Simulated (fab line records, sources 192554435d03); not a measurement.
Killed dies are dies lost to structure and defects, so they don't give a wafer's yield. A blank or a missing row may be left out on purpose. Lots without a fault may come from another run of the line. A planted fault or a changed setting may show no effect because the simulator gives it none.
Chamber matching | flow n5_finfet | N5_BEOL_M8_ETCH_61 on rie_diel-05: 4 sister chambers
The step etches SiARC in CF4, target depth 45.5 nm, time 75.8 s. 20 wafers are shown with their chamber, then 10 later ones without.

WAFERS WITH THEIR CHAMBER
wafer  | chamber | drypump_motor_current_A (A) | showerhead_plenum_p_Torr (Torr) | throttle_valve_pct (%)
L074.1 | 1       | 5.82                        | 2.20                            | 15.43
L074.3 | 0       | 5.79                        | 2.10                            | 15.55
L074.5 | 0       | 5.81                        | 2.10                            | 15.57
L075.3 | 0       | 5.81                        | 2.10                            | 15.56
L075.4 | 2       | 5.86                        | 2.11                            | 15.86
L075.6 | 1       | 5.83                        | 2.20                            | 15.42
L076.1 | 2       | 5.86                        | 2.11                            | 15.87
L076.3 | 0       | 5.83                        | 2.10                            | 15.57
L076.6 | 1       | 5.84                        | 2.20                            | 15.44
L081.2 | 3       | 5.29                        | 2.09                            | 15.79
L081.4 | 1       | 5.83                        | 2.20                            | 15.45
L081.5 | 1       | 5.85                        | 2.20                            | 15.46
L082.2 | 0       | 5.78                        | 2.10                            | 15.59
L082.4 | 3       | 5.28                        | 2.09                            | 15.79
L082.6 | 0       | 5.82                        | 2.10                            | 15.62
L087.2 | 3       | 5.28                        | 2.09                            | 15.81
L087.4 | 1       | 5.82                        | 2.19                            | 15.47
L087.6 | 3       | 5.31                        | 2.09                            | 15.83
L091.2 | 0       | 5.77                        | 2.09                            | 15.60
L091.4 | 3       | 5.28                        | 2.08                            | 15.82

SIGNATURES (means of the wafers above)
reading                  | chamber 0 | chamber 1 | chamber 2 | chamber 3 | scatter within a chamber
drypump_motor_current_A  | 5.8014    | 5.8317    | 5.8600    | 5.2880    | 0.0163
showerhead_plenum_p_Torr | 2.0986    | 2.1983    | 2.1100    | 2.0880    | 0.00395
throttle_valve_pct       | 15.5800   | 15.4450   | 15.8650   | 15.8080   | 0.0204
Rule: a wafer's distance from a chamber is the root of the sum, over the readings, of the square of ((its reading less the chamber's mean) divided by the reading's scatter). The wafer belongs to the nearest chamber; if the next one is less than 2 further off, it can't be placed. The scatter: the root of (the sum of the squares of (reading less its chamber's mean) over the shown wafers, divided by (wafers less chambers)).

WAFERS WITHOUT THEIR CHAMBER
wafer  | drypump_motor_current_A (A) | showerhead_plenum_p_Torr (Torr) | throttle_valve_pct (%)
L091.6 | 5.28                        | 2.08                            | 15.83
L094.4 | 5.27                        | 2.08                            | 15.85
L094.5 | 5.85                        | 2.19                            | 15.49
L094.6 | 5.84                        | 2.10                            | 15.96
L095.1 | 5.83                        | 2.19                            | 15.50
L095.5 | 5.85                        | 2.09                            | 15.95
L095.6 | 5.81                        | 2.19                            | 15.49
L097.1 | 5.82                        | 2.19                            | 15.52
L097.4 | 5.86                        | 2.09                            | 15.98
L097.5 | 5.83                        | 2.19                            | 15.52

WHICH CHAMBER EACH WENT THROUGH
wafer  | from the rows above | in truth
L091.6 | 3                   | 3
L094.4 | 3                   | 3
L094.5 | 1                   | 1
L094.6 | 2                   | 2
L095.1 | 1                   | 1
L095.5 | 2                   | 2
L095.6 | 1                   | 1
L097.1 | 1                   | 1
L097.4 | 2                   | 2
L097.5 | 1                   | 1
Placed correctly: 10 of 10. Can't be placed from these rows: 0. Placed wrongly: 0.
